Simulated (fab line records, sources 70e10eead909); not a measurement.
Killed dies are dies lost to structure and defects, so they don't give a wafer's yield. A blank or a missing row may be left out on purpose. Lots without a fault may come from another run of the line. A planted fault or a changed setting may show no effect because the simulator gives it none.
Chamber matching | flow nand_harc | NHARC_A_CHANNEL_FILL_D1_ALD_14 on ald_hk-01: 4 sister chambers
The step deposits SiO2, target thk 2.5 nm, pulse time 10 s, ald cycles 25. 4 wafers are shown with their chamber, then 6 later ones without.

WAFERS WITH THEIR CHAMBER
wafer  | chamber | heater_power_w (W)
L179.1 | 3       | 422
L176.5 | 1       | 453
L184.2 | 0       | 453
L184.3 | 2       | 452

WAFERS WITHOUT THEIR CHAMBER
wafer  | heater_power_w (W)
L184.5 | 443
L185.2 | 447
L185.4 | 454
L185.5 | 435
L189.1 | 471
L189.2 | 443

WHICH CHAMBER EACH WENT THROUGH
wafer  | from the rows above               | in truth
L184.5 | can't be placed: 2 or 0 or 1 or 3 | 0
L185.2 | can't be placed: 2 or 0 or 1 or 3 | 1
L185.4 | can't be placed: 0 or 1 or 2      | 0
L185.5 | can't be placed: 3 or 2 or 0 or 1 | 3
L189.1 | can't be placed: 0 or 1 or 2      | 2
L189.2 | can't be placed: 2 or 0 or 1 or 3 | 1
Placed correctly: 0 of 6. Can't be placed from these rows: 6 (the true chamber is among the candidates in 6). Placed wrongly: 0.
How it was worked out, from the rows above alone: a wafer's distance from a chamber is the root of the sum, over the readings, of the square of ((its reading less the chamber's mean) divided by the reading's scatter). The wafer belongs to the nearest chamber; if the next one is less than 2 further off, it can't be placed. A chamber's mean is the mean of its shown wafers. The scatter: with one shown wafer a chamber, the root of the mean of the squares of how far each hidden wafer lies from its nearest shown one.
